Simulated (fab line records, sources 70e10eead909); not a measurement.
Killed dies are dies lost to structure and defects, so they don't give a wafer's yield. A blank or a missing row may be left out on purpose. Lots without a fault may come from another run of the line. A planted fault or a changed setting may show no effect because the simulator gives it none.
Tool commonality check | flow nand_harc | 14 lots, 42 wafers sampled

WHY IT WAS OPENED
At NHARC_A_ONON_D1_THK_MEAS_05 the reading thk_nm is flagged on 2 of 14 lots. Wafers without a fault read 999 nm, standard deviation 6.9.
Rule: a lot is flagged when every wafer of it that has a number lies more than 4 standard deviations from that mean, or none has a number. The other lots count as sound.

lot  | measured     | on            | thk_nm (nm), wafer by wafer | flag
L390 | day 7 16:36  | film_metro-02 | 990 988 988                 |
L391 | day 8 11:32  | film_metro-02 | 990 988 989                 |
L392 | day 8 20:28  | film_metro-01 | 1007 1007 1006              |
L393 | day 9 00:20  | film_metro-01 | 992 993 994                 |
L394 | day 9 06:50  | film_metro-02 | 1003 1002 1001              |
L395 | day 9 22:59  | film_metro-01 | 993 994 992                 |
L397 | day 10 13:05 | film_metro-01 | 991 991 992                 |
L398 | day 11 04:01 | film_metro-01 | 1010 1008 1009              |
L401 | day 12 07:40 | film_metro-01 | 1007 1007 1006              |
L402 | day 12 16:55 | film_metro-01 | 1005 1001 1004              |
L405 | day 14 00:29 | film_metro-02 | 995 996 995                 |
L404 | day 14 00:30 | film_metro-01 | 1000 1000 1000              |
L408 | day 15 09:28 | film_metro-02 | 326 327 326                 | FLAGGED
L410 | day 16 03:55 | film_metro-02 | 338 339 339                 | FLAGGED
The numbers of the flagged lots are 332 nm on average: -666 nm against the usual, or -97 standard deviations.

WHICH TOOL RAN EACH LOT
The record holds 1 process step before the reading, out of a route of 1302 steps. In each cell: the tool, then ch and the chambers that the sampled wafers went through, then the start.
lot  | flag    | NHARC_A_ONON_D1_DEP_03
L390 |         | pecvd_onon-01 ch 0, day 7 16:05
L391 |         | pecvd_onon-04 ch 0, day 8 11:02
L392 |         | pecvd_onon-01 ch 0, day 8 20:01
L393 |         | pecvd_onon-01 ch 0, day 8 23:49
L394 |         | pecvd_onon-02 ch 0, day 9 06:30
L395 |         | pecvd_onon-01 ch 0, day 9 22:29
L397 |         | pecvd_onon-01 ch 0, day 10 12:42
L398 |         | pecvd_onon-02 ch 0, day 11 03:41
L401 |         | pecvd_onon-04 ch 0, day 12 07:09
L402 |         | pecvd_onon-02 ch 0, day 12 16:24
L405 |         | pecvd_onon-02 ch 0, day 13 23:58
L404 |         | pecvd_onon-01 ch 0, day 13 23:59
L408 | FLAGGED | pecvd_onon-02 ch 0, day 15 08:58
L410 | FLAGGED | pecvd_onon-02 ch 0, day 16 03:31
What these steps do:
- NHARC_A_ONON_D1_DEP_03: target thk 1000 nm.
- NHARC_A_ONON_D1_THK_MEAS_05: measures by ellipsometry.

FLAGGED OVER TOTAL, TOOL BY TOOL (the gauges that took the reading come last)
step                        | tool          | lots run | flagged | share of the flagged lots | sound lots run after its first flagged lot
NHARC_A_ONON_D1_DEP_03      | pecvd_onon-01 | 6        | 0       | none                      | -
NHARC_A_ONON_D1_DEP_03      | pecvd_onon-02 | 6        | 2       | all                       | 0
NHARC_A_ONON_D1_DEP_03      | pecvd_onon-04 | 2        | 0       | none                      | -
NHARC_A_ONON_D1_THK_MEAS_05 | film_metro-01 | 8        | 0       | none                      | -
NHARC_A_ONON_D1_THK_MEAS_05 | film_metro-02 | 6        | 2       | all                       | 0

WHAT THE TABLE ALLOWS
2 rows of the table ran every flagged lot: pecvd_onon-02 at NHARC_A_ONON_D1_DEP_03, film_metro-02 at NHARC_A_ONON_D1_THK_MEAS_05.
- pecvd_onon-02 at NHARC_A_ONON_D1_DEP_03: 2 of its 6 lots flagged. Its last sound lot is L405 (day 13 23:58), its first flagged lot L408 (day 15 08:58): a fault that began between those two fits.
- film_metro-02 at NHARC_A_ONON_D1_THK_MEAS_05: 2 of its 6 lots flagged. Its last sound lot is L405 (day 14 00:29), its first flagged lot L408 (day 15 09:28): a fault that began between those two fits.
Counting lots can't tell these 2 tools apart, because each fits a fault that began at some hour. More lots, or a look at what each step does to the wafer, might.

WHAT THE SIMULATOR HAD PUT IN
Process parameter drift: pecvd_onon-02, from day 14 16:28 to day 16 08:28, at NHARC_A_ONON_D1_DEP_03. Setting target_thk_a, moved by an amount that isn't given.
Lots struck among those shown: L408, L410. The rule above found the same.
